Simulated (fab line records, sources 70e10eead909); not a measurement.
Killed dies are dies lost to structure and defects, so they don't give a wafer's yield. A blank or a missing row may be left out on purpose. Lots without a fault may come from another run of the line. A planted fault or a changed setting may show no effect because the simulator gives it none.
Chamber matching | flow nand_harc | NHARC_A_CHANNEL_HOLE_D2_ETCH_44 on rie_diel-02: 4 sister chambers
The step etches the open film in CF4/O2, target depth 140 nm, overetch 14 nm, time 77 s. 18 wafers are shown with their chamber, then 9 later ones without.

WAFERS WITH THEIR CHAMBER
wafer  | chamber | drypump_motor_current_A (A) | rf_vpp_V (V) | oes_product_au (a.u.)
L075.1 | 2       | 5.3                         | 197.6        | 1.000
L075.4 | 3       | 6.2                         | 199.9        | 1.002
L075.5 | 3       | 6.2                         | 199.6        | 0.992
L076.1 | 2       | 5.3                         | 196.5        | 0.996
L076.3 | 0       | 5.6                         | 198.2        | 0.987
L076.4 | 2       | 5.3                         | 197.1        | 0.995
L082.1 | 3       | 6.2                         | 199.5        | 1.000
L082.2 | 2       | 5.3                         | 195.7        | 1.007
L082.4 | 0       | 5.6                         | 198.1        | 1.013
L085.2 | 1       | 5.4                         | 198.0        | 1.016
L085.3 | 0       | 5.5                         | 197.9        | 1.011
L085.6 | 2       | 5.3                         | 195.5        | 1.001
L086.3 | 3       | 6.2                         | 199.0        | 0.987
L086.4 | 0       | 5.6                         | 198.2        | 0.997
L086.5 | 1       | 5.3                         | 198.1        | 1.006
L087.2 | 2       | 5.3                         | 196.5        | 0.999
L087.4 | 0       | 5.6                         | 198.1        | 1.014
L087.5 | 1       | 5.4                         | 198.2        | 1.007

SIGNATURES (means of the wafers above)
reading                 | chamber 0 | chamber 1 | chamber 2 | chamber 3 | scatter within a chamber
drypump_motor_current_A | 5.580     | 5.367     | 5.300     | 6.200     | 0.0324
rf_vpp_V                | 198.100   | 198.100   | 196.483   | 199.500   | 0.515
oes_product_au          | 1.00440   | 1.00967   | 0.99967   | 0.99525   | 0.00786
Rule: a wafer's distance from a chamber is the root of the sum, over the readings, of the square of ((its reading less the chamber's mean) divided by the reading's scatter). The wafer belongs to the nearest chamber; if the next one is less than 2 further off, it can't be placed. The scatter: the root of (the sum of the squares of (reading less its chamber's mean) over the shown wafers, divided by (wafers less chambers)).

WAFERS WITHOUT THEIR CHAMBER
wafer  | drypump_motor_current_A (A) | rf_vpp_V (V) | oes_product_au (a.u.)
L088.1 | 5.6                         | 198.8        | 1.002
L088.4 | 5.3                         | 196.0        | 0.999
L088.5 | 5.5                         | 198.3        | 1.005
L095.1 | 5.3                         | 196.7        | 0.997
L095.2 | 6.2                         | 198.3        | 0.993
L095.5 | 5.5                         | 197.2        | 0.997
L097.2 | 5.3                         | 197.4        | 1.004
L097.3 | 6.2                         | 198.5        | 1.002
L097.5 | 5.6                         | 198.9        | 1.019

WHICH CHAMBER EACH WENT THROUGH
wafer  | from the rows above     | in truth
L088.1 | 0                       | 0
L088.4 | 2                       | 2
L088.5 | can't be placed: 0 or 1 | 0
L095.1 | 2                       | 2
L095.2 | 3                       | 3
L095.5 | can't be placed: 0 or 1 | 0
L097.2 | can't be placed: 2 or 1 | 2
L097.3 | 3                       | 3
L097.5 | 0                       | 0
Placed correctly: 6 of 9. Can't be placed from these rows: 3 (the true chamber is among the candidates in 3). Placed wrongly: 0.
